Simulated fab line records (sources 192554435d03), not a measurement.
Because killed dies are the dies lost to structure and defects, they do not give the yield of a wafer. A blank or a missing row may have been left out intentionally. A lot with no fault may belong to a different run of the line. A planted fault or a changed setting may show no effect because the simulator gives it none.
8D (eight disciplines) problem report, filled in by code / flow n5_finfet / the parts of the form that need people (team, actions taken, sign-off) are left out

== 1. PROBLEM STATEMENT ==
Wafers free of any fault read 78.9 nm (standard deviation 1) for M3_ILD_THK at N5_BEOL_M3_THK_MEAS_01, against a mean of 149.9 nm on 2 wafers of 2 lots. Measured from the usual mean, that is +71 standard deviations.
The first sign was on wafer L686.2 at day 9 22:26, on film_metro-01. The record holds 31 wafers of 11 lots with a number at this step. Rule for "out" (also "out of limits"): further than 4 standard deviations from the usual mean. The rest of the wafers with a number are treated as sound.

== 2. WHAT IT IS; WHAT IT IS NOT ==
question=which readings at this step | is=M3_ILD_THK | is not=-
question=which lots | is=L686, L689 | is not=L675, L677, L678, L680, L681, L684, L685, L695, L696
question=which wafers of those lots | is=L686.2, L689.6 | is not=L686.3, L686.5, L689.1
question=read on which gauges | is=film_metro-01, film_metro-02 | is not=-
question=when | is=from day 9 22:26 | is not=up to then (19 sound wafers); but 10 sound wafers of L685, L689, L695, L696 came after

== 3. THE SUSPECTS, EACH WITH WHAT RULES IT OUT ==
Counting: any tool at a process step up to the reading remains a suspect provided it ran every lot that is out. Sound lots after the first of them don't rule it out here, since some wafers of a struck lot are sound.
- the gauge at N5_BEOL_M3_THK_MEAS_01 is ruled out. The wafers that are out were read on 2 gauges (film_metro-01, film_metro-02).
- pecvd-04 at N5_BEOL_M3_ILD_DEP_00 (deposits SiOC from DEMS/O2, target thk 79 nm, time 15.3 s): kept. Every lot that is out went through it, the first being L686 (day 9 22:22); the last sound lot it ran before that was L684 (day 9 09:55).
- Within pecvd-04 at N5_BEOL_M3_ILD_DEP_00: the wafers that are out ran in chambers 0, 2; their sound lot-mates ran in chamber 1.
The count leaves pecvd-04 at N5_BEOL_M3_ILD_DEP_00.

== 4. THE CAUSE (what the simulator had put in) ==
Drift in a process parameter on pecvd-04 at N5_BEOL_M3_ILD_DEP_00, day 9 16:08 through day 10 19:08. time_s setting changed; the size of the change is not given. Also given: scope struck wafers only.
After counting, this tool was the only one left.

== 5. SEQUENCE OF EFFECTS, ordered by route ==
Rows list readings where the struck wafers' mean (over those with a number) sits beyond 3 standard deviations from the usual. Only readings for which the record gives a usual standard deviation are gone through. hours: the time from each lot's start at the first step in this table that gives one to its start at this step, as a median over the lots. sigmas: the change in usual standard deviations.
hours=0; step=N5_BEOL_M3_THK_MEAS_01; reading=M3_ILD_THK; usual=78.9 nm; on struck wafers=149.9; change=+71.0; sigmas=+71
hours=121; step=N5_PASSIVATION_PROBE_49; reading=defect_limited_yield; usual=90.9 %; on struck wafers=0.0; change=-90.9; sigmas=-61
hours=121; step=N5_PASSIVATION_PROBE_49; reading=killed_at_M0_to_M3; usual=36; on struck wafers=1112; change=+1076; sigmas=+99 or more
hours=121; step=N5_PASSIVATION_PROBE_49; reading=killed_dies; usual=107; on struck wafers=1180; change=+1073; sigmas=+60
hours=121; step=N5_PASSIVATION_PROBE_49; reading=killed_on_rim; usual=14; on struck wafers=152; change=+138; sigmas=+32
hours=121; step=N5_PASSIVATION_PROBE_49; reading=sort_bin_5_function; usual=5.3 %; on struck wafers=96.4; change=+91.1; sigmas=+83
hours=121; step=N5_PASSIVATION_PROBE_49; reading=sort_n_pass; usual=1073; on struck wafers=0; change=-1073; sigmas=-60
hours=121; step=N5_PASSIVATION_PROBE_49; reading=sort_yield_pct; usual=90.9 %; on struck wafers=0.0; change=-90.9; sigmas=-61
Here are the process steps it includes:
- N5_PASSIVATION_PROBE_49

== 6. WHAT WOULD HAVE CAUGHT IT SOONER ==
The first out-of-limits reading at a measuring or inspecting step in this record came at day 9 22:26, 6 hours after the fault's start at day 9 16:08.
Of the tool readings at N5_BEOL_M3_ILD_DEP_00 for which the record gives a usual standard deviation, none was out on any struck wafer, so an alarm limit of 4 standard deviations on them would not have fired.
Among the 2 lots that are out, L689 began N5_BEOL_M3_ILD_DEP_00 on pecvd-04 after day 9 22:26. A tool hold placed at that time would have kept it from harm.
